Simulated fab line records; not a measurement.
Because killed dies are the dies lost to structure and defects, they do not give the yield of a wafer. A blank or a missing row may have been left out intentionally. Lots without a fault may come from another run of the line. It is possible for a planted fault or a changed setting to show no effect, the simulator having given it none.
Split-lot experiment ; flow n5-finfet ; 21 wafers read from 7 lots, route of 1938 steps

## ON THE SPLIT
At N5_BEOL_M5_COAT_22 (resist thk 30 nm), the setting spin-rpm was moved away from the recipe's 1500 rpm on 10 of the 21 wafers read, by -6.7% to -3.7%. For the rest of the wafers, this setting stayed at what the recipe calls for.

## FROM THE SPLIT TO THE READING: what the file shows between them, 5 steps
- N5_BEOL_M5_EBR_24
- N5_BEOL_M5_SOFTBAKE_23: time 60 s
- N5_BEOL_M5_EXPOSE_25: exposes mask V4, defocus 10 nm
- N5_BEOL_M5_PEB_26: peb time 60 s
- N5_BEOL_M5_DEVELOP_27: develop time 30 s

## THE READING
CAR-EUV_of_BEOL_M5_COAT_22.thk-nm (the simulator's own value, which no gauge read), in nm, at N5_BEOL_M5_DESCUM_33 (chemistry O2, time 7 s). The file does not state a usual value for it. The 11 wafers here that ran the recipe average 26.2 nm, standard deviation 0.11 nm.

wafer;tool, chamber at the split;spin-rpm as run, rpm;against the recipe;CAR-EUV_of_BEOL_M5_COAT_22.thk-nm, nm;against lot-mates on the recipe
L078.3;litho-track-03, 0;1500;recipe;26.4;-
L078.4;litho-track-03, 0;1500;recipe;26.2;-
L078.5;litho-track-03, 0;1500;recipe;26.2;-
L081.2;litho-track-02, 0;1445;-3.7%;26.6;+0.4
L081.3;litho-track-02, 0;1445;-3.7%;26.6;+0.4
L081.4;litho-track-02, 0;1500;recipe;26.2;-
L083.2;litho-track-02, 0;1399;-6.7%;27.2;+1.0
L083.5;litho-track-02, 0;1399;-6.7%;27.2;+1.0
L083.3;litho-track-02, 0;1500;recipe;26.2;-
L087.3;litho-track-03, 0;1423;-5.1%;27;+0.8
L087.5;litho-track-03, 0;1423;-5.1%;27;+0.8
L087.4;litho-track-03, 0;1500;recipe;26.2;-
L092.1;litho-track-05, 0;1405;-6.3%;27.2;+1.0
L092.3;litho-track-05, 0;1405;-6.3%;27.2;+1.0
L092.4;litho-track-05, 0;1500;recipe;26.2;-
L096.2;litho-track-05, 0;1500;recipe;26;-
L096.5;litho-track-05, 0;1500;recipe;26;-
L096.6;litho-track-05, 0;1500;recipe;26.2;-
L097.1;litho-track-03, 0;1419;-5.4%;27;+1.0
L097.6;litho-track-03, 0;1419;-5.4%;27;+1.0
L097.2;litho-track-03, 0;1500;recipe;26;-

THE FIT
A straight line over all 21 wafers: CAR-EUV_of_BEOL_M5_COAT_22.thk-nm changes by -0.157 nm for each +1% of spin-rpm; r = -0.98; the points scatter about the line by 0.1 nm.
The same after taking each lot's own level away (the mean of its wafers on the recipe; 21 wafers): -0.157 nm for each +1%; r = -0.98; scatter 0.094 nm.
According to that fit, moving spin-rpm by its largest amount changes the reading by 1.1 nm.
From 26.00 to 26.27 nm: that is the span of the lots' own levels, equal to 2.3 times the standard deviation above.
Hence the lot-to-lot level has little effect on the slope; both slopes agree.
Check: with one of the wafers moved furthest among these (-6.7%) left out of the fit, the line predicts +1.06 nm for it against its lot-mates. Against them it came out at +1 nm.

## FURTHER SPLITS ON THESE WAFERS
These wafers also went through other splits before the reading. Each is held against what the fit with the lots' levels taken away leaves over:
other split on the same wafers;wafers away from the commonest value;r with CAR-EUV_of_BEOL_M5_COAT_22.thk-nm (lot level and that fit taken away)
N5_BEOL_M4_TRENCH_ETCH_37 source-w;8;-0.02
N5_BEOL_M5_COAT_74 spin-rpm;11;+0.07

## THE WHOLE CHAIN: every reading that the file lists as answering this split, in the file's order
step;what it does;reading;change (the file's fit);r (the file's)
N5_BEOL_M5_COAT_22;resist thk 30 nm;CAR-EUV_of_BEOL_M5_COAT_22.thk-nm (the simulator's own value, which no gauge read);-0.166 nm for each +1% of the setting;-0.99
N5_BEOL_M5_DEVELOP_27;develop time 30 s;CAR-EUV_of_BEOL_M5_COAT_22.thk-nm (the simulator's own value, which no gauge read);-0.155 nm for each +1% of the setting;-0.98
N5_BEOL_M5_DESCUM_33;chemistry O2, time 7 s;CAR-EUV_of_BEOL_M5_COAT_22.thk-nm (the simulator's own value, which no gauge read);-0.156 nm for each +1% of the setting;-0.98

## FILE'S OWN FIT
CAR-EUV_of_BEOL_M5_COAT_22.thk-nm changes by -0.156 nm for each +1% of spin-rpm, r = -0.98.
